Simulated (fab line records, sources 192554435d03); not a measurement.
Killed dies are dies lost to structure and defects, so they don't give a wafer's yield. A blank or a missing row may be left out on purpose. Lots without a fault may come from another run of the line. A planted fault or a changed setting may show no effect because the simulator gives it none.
Which tool did it? | flow n5_finfet | 9 lots, 27 wafers sampled, at 3 steps of a route of 1938

WHAT THE GAUGES READ, wafer by wafer
N5_SD_ACTIVATION_RS_MEAS_03: measures by four-point-probe.
lot  | measured    | on            | RS_SD_N (ohm/sq)
L873 | day 3 11:21 | film_metro-01 | 21.91 22.17 21.84
L874 | day 3 19:42 | film_metro-02 | 22.10 21.40 21.82
L875 | day 3 22:09 | film_metro-02 | 22.10 22.08 22.02
L878 | day 4 16:20 | film_metro-02 | 21.90 22.22 21.77
L888 | day 7 04:51 | film_metro-02 | 19.18 19.41 19.46
L890 | day 7 18:01 | film_metro-02 | 19.12 19.01 18.85
L892 | day 8 10:22 | film_metro-01 | 21.62 21.58 22.03
L894 | day 8 20:20 | film_metro-02 | 21.74 22.04 22.33
L896 | day 9 06:59 | film_metro-01 | 21.98 21.94 21.72

WHICH TOOL RAN EACH LOT (tool, then ch and the chambers of the sampled wafers, then the start)
lot  | N5_SD_EPI_P_STRIP_40                | N5_SD_ACTIVATION_LSA_01
L873 | plasma_asher-01 ch 0,1, day 3 07:31 | laser_anneal-01 ch 0, day 3 11:10
L874 | plasma_asher-01 ch 0,1, day 3 15:31 | laser_anneal-02 ch 0, day 3 19:29
L875 | plasma_asher-01 ch 0,1, day 3 18:41 | laser_anneal-01 ch 0, day 3 21:57
L878 | plasma_asher-02 ch 1, day 4 13:00   | laser_anneal-01 ch 0, day 4 16:09
L888 | plasma_asher-01 ch 0,1, day 6 23:29 | laser_anneal-01 ch 0, day 7 04:38
L890 | plasma_asher-01 ch 0,1, day 7 14:41 | laser_anneal-01 ch 0, day 7 17:50
L892 | plasma_asher-01 ch 0,1, day 8 06:11 | laser_anneal-02 ch 0, day 8 10:11
L894 | plasma_asher-02 ch 0,1, day 8 16:59 | laser_anneal-02 ch 0, day 8 20:08
L896 | plasma_asher-02 ch 1, day 9 03:40   | laser_anneal-02 ch 0, day 9 06:47
- N5_SD_EPI_P_STRIP_40: strips in N2/H2.
- N5_SD_ACTIVATION_LSA_01: time 0.0008 s.

THE ANSWER, worked out from the rows above alone
Rule: what is usual is taken from the lots themselves. Put in order of their means at a reading, lots are off if they are a third of the lots or fewer, leave a main group of 4 or more, and stand apart from it by a gap of 3 or more times the standard deviation of the main group's means; of several such gaps the widest counts. A main group whose means are all the same, to the digits that the tables above print for the reading, isn't used. A lot without any number at a reading at which 4 lots or more have one is off too. The other lots that the step has rows for count as sound.
Off: L888, L890, at N5_SD_ACTIVATION_RS_MEAS_03 (RS_SD_N). The main group: mean 21.92 ohm/sq, standard deviation 0.12.
A tool fits if, at a process step before that reading, it ran every lot that is off, and no sound lot after the first of them. The gauges at N5_SD_ACTIVATION_RS_MEAS_03 are tried like those tools. One fits: laser_anneal-01 at N5_SD_ACTIVATION_LSA_01. Its last sound lot is L878 (day 4 16:09), its first lot that is off L888 (day 7 04:38): a fault that began between those two fits.

WHAT THE SIMULATOR HAD PUT IN
Process parameter drift: laser_anneal-01, from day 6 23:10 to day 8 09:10, at N5_SD_ACTIVATION_LSA_01. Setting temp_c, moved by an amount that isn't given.
Lots struck among those shown: L888, L890. The rule above found the same.
